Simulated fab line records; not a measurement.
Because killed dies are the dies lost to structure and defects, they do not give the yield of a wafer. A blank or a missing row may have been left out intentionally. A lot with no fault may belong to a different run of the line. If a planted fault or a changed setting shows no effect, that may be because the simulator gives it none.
A struck lot beside a sound one ; flow n5_finfet ; 19 out of 1938 route steps
Sound: the wafers L486.1, L486.3, L486.4. Struck: wafer L481.4. (L481.2 of the same lot was not struck and is left out.) The cause comes at the end.
Each step with rows lists, per side, the tool, then ch with its chambers, then its first start. Under that, the readings that differ: sound wafers ; struck wafers ; difference of the means ; sigmas: that difference in standard deviations of wafers without a fault.
alike: same words and numbers on both sides, and readings whose means sit less than 2 such deviations apart. not compared: any withheld reading, any reading some wafer has no value for, any bound like >300 that may hide the same value, and any number with overlapping values for which the record gives no deviation.
A row with sigmas, a row that says differs or no value, or rows on one side alone: a step with any of these is where the two part. When numbers do not overlap yet have no deviation, they are printed without sigmas and do not part them. A reading missing from all wafers of one side parts the sides only when that side holds two or more wafers.

N5_BEOL_M3_INSPECT_30: inspects for defects (brightfield).
  sound: defect_inspect-01 at day 11 17:52; struck: defect_inspect-02 at day 10 14:16
  alike: raw_defect_count
then, 1 step without rows for these wafers: N5_BEOL_M3_DESCUM_33 (chemistry O2, time 7 s).
N5_BEOL_M3_ETCH_77: etches underlayer in N2/H2, target depth 6.5 nm, time 5.2 s.
  sound on rie_diel-06 ch 1,2,3, day 11 17:56; struck on rie_diel-03 ch 3, day 10 14:20
reading;sound;struck;difference;sigmas
rf_hours_counter_h (h);63 87 234;250;+122;
throttle_valve_pct (%);17.3 17.8 18.2;18.6;+0.8;+2
  alike: drypump_motor_current_A, etch_rf_on_time_s, oes_product_au, rf_vpp_V, showerhead_plenum_p_Torr
then, 2 steps without rows for these wafers: N5_BEOL_M3_ETCH_69 (etches SiARC in CF4, target depth 15.6 nm, time 26 s); N5_BEOL_M3_ALD_98 (deposits SiO2, target thk 2.5 nm, pulse time 1 s, co reactant pulse time 1 s).
N5_BEOL_M3_ETCHBACK_99: etches SiO2 in CHF3, target depth 5 nm, time 10.4 s.
  sound on rie_diel-06 ch 1,2,3, day 11 21:28; struck on rie_diel-01 ch 3, day 10 14:48
  alike: drypump_motor_current_A, oes_product_au, rf_vpp_V, showerhead_plenum_p_Torr, throttle_valve_pct
  not compared: rf_hours_counter_h
N5_BEOL_M3_ETCH_70: etches SOC in N2/H2, target depth 80 nm, overetch 16 nm, time 120 s.
  sound on rie_diel-06 ch 1,2,3, day 11 21:30; struck on rie_diel-01 ch 3, day 10 14:50
reading;sound;struck;difference;sigmas
drypump_motor_current_A (A);5.2 5.9 5.3;6.3;+0.8;+2
  alike: oes_product_au, rf_vpp_V, showerhead_plenum_p_Torr, throttle_valve_pct
  not compared: rf_hours_counter_h
then, 5 steps without rows for these wafers: N5_BEOL_M3_STRIP_71 (strips in N2/H2); N5_BEOL_M3_STRIP_78 (strips in N2/H2); N5_BEOL_M3_VIA_ETCH_34 (etches the open film in C4F6/O2, target depth 69.4 nm, time 65.9 s); N5_BEOL_M3_STRIP_83 (strips in C4F6/O2); N5_BEOL_M3_STRIP_36 (strips in N2/H2).
N5_BEOL_M3_TRENCH_ETCH_37: etches SiOC in C4F6/O2, target depth 55.555 nm, time 29.2 s.
  sound on rie_diel-06 ch 1,2,3, day 11 21:42; struck on rie_diel-01 ch 3, day 10 15:02
reading;sound;struck;difference;sigmas
drypump_motor_current_A (A);5.2 5.9 5.3;6.3;+0.8;+2
model.BEOL_M3.feature_depth_nm (nm);54.4 55.8 55.4;44.8;-10.4;
model.etch.depth_nm (nm);54.32 55.78 55.45;44.74;-10.44;
model.TiN_of_BEOL_M3_HM_DEP_02.thk_nm (nm);18 18 18;17.8;-0.2;
  alike: oes_product_au, rf_vpp_V, showerhead_plenum_p_Torr, throttle_valve_pct
  not compared: rf_hours_counter_h
N5_BEOL_M3_ETCH_41: etches SiCN in CH3F/O2, target depth 29.9 nm, time 52.5 s.
  sound on rie_diel-06 ch 1,2,3; struck on rie_diel-01 ch 3
  alike: drypump_motor_current_A, oes_product_au, rf_vpp_V, showerhead_plenum_p_Torr, throttle_valve_pct
  not compared: rf_hours_counter_h
N5_BEOL_M3_STRIP_97: strips in N2/H2, time 10 s.
  sound on rie_diel-06 ch 1,2,3; struck on rie_diel-01 ch 3
  alike: drypump_motor_current_A, oes_product_au, rf_vpp_V, showerhead_plenum_p_Torr, throttle_valve_pct
  not compared: rf_hours_counter_h
N5_BEOL_M3_OCD_MEAS_38:
  sound: ocd-02 at day 11 21:52; struck: ocd-02 at day 10 15:11
reading;sound;struck;difference;sigmas
trench_depth_nm (nm);53.9 56.1 55.4;44.8;-10.3;-11
then, 1 step without rows for these wafers: N5_BEOL_M3_HM_STRIP_39 (strips TiN in peroxide tin strip, target depth 25 nm, time 158 s).
N5_BEOL_M4_RC_MEAS_101:
  sound on prober-02 ch 0, day 12 15:07; struck on prober-02 ch 0, day 11 09:49
reading;sound;struck;difference;sigmas
ION_P (uA/um);471 466 467;452;-16;-2
VT_P (mV);-244 -247 -245;-253;-8;-2
  alike: DIBL_N, DIBL_P, IOFF_N, IOFF_P, ION_N, SS_N, SS_P, VT_N
-- record jumps: 4 days separate the struck wafers' starts on either side; left off in module BEOL_M4, taken up again in module PASSIVATION, whose first shown step is the route's number 1936 --
N5_PASSIVATION_PROBE_49:
  sound: prober-01 at day 17 02:43; struck: prober-02 at day 15 15:32
  alike: defect_limited_yield, killed_at_M0_to_M3, killed_at_M4_up, killed_at_contacts, killed_at_front_end, killed_at_other, killed_dies, killed_on_rim, killed_open, killed_short, sort_bin_4_leakage, sort_bin_5_function, sort_bin_6_memory, sort_n_pass, sort_yield_pct

== WHERE THEY PART ==
Last at N5_BEOL_M4_RC_MEAS_101 as far as this record goes, first at N5_BEOL_M3_ETCH_77. Later steps at which nothing parts them and some readings are alike: N5_PASSIVATION_PROBE_49.

WHY: what the simulator had put in
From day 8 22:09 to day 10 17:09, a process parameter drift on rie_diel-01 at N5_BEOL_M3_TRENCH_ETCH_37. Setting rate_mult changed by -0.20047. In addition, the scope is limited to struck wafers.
